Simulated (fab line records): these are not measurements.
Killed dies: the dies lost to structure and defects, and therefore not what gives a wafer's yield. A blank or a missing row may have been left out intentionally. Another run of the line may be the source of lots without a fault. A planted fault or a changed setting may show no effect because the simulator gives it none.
Matching of chambers || flow n5Finfet || 3 sister chambers for N5_BEOL_M9_PECVD_70 on pecvd-03
The step deposits SiO2 from TEOS/O2, target thk 20 nm, time 22.7 s. 3 wafers are shown with their chamber, then 10 later ones without.

## EACH WAFER AND ITS CHAMBER
{"wafer": "L083.3", "chamber": 1, "throttleValvePct (%)": 23.2}
{"wafer": "L083.4", "chamber": 0, "throttleValvePct (%)": 22.9}
{"wafer": "L083.5", "chamber": 2, "throttleValvePct (%)": 21.0}

## WAFERS WITHOUT THEIR CHAMBER
{"wafer": "L083.6", "throttleValvePct (%)": 23.0}
{"wafer": "L089.1", "throttleValvePct (%)": 23.4}
{"wafer": "L089.2", "throttleValvePct (%)": 21.3}
{"wafer": "L089.3", "throttleValvePct (%)": 22.7}
{"wafer": "L089.4", "throttleValvePct (%)": 23.2}
{"wafer": "L089.5", "throttleValvePct (%)": 23.0}
{"wafer": "L089.6", "throttleValvePct (%)": 21.4}
{"wafer": "L093.1", "throttleValvePct (%)": 21.1}
{"wafer": "L093.4", "throttleValvePct (%)": 23.3}
{"wafer": "L093.5", "throttleValvePct (%)": 22.9}

## CHAMBER TAKEN BY EACH
{"wafer": "L083.6", "from the rows above": "can't be placed: 0 or 1", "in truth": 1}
{"wafer": "L089.1", "from the rows above": "can't be placed: 1 or 0", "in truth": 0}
{"wafer": "L089.2", "from the rows above": 2, "in truth": 2}
{"wafer": "L089.3", "from the rows above": "can't be placed: 0 or 1", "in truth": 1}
{"wafer": "L089.4", "from the rows above": "can't be placed: 1 or 0", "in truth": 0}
{"wafer": "L089.5", "from the rows above": "can't be placed: 0 or 1", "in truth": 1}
{"wafer": "L089.6", "from the rows above": 2, "in truth": 2}
{"wafer": "L093.1", "from the rows above": 2, "in truth": 2}
{"wafer": "L093.4", "from the rows above": "can't be placed: 1 or 0", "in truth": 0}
{"wafer": "L093.5", "from the rows above": "can't be placed: 0 or 1", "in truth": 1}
3 of 10 placed correctly. These rows do not allow placing 7 (true chamber among the candidates in 7). Number placed wrongly: 0.
How it was worked out, from the rows above alone: a wafer's distance from a chamber is the root of the sum, over the readings, of the square of ((its reading less the chamber's mean) divided by the reading's scatter). The wafer belongs to the nearest chamber; if the next one is less than 2 further off, it can't be placed. A chamber's mean is the mean of its shown wafers. The scatter: root of mean squared gap, hidden wafer to nearest shown wafer, with one shown wafer a chamber.
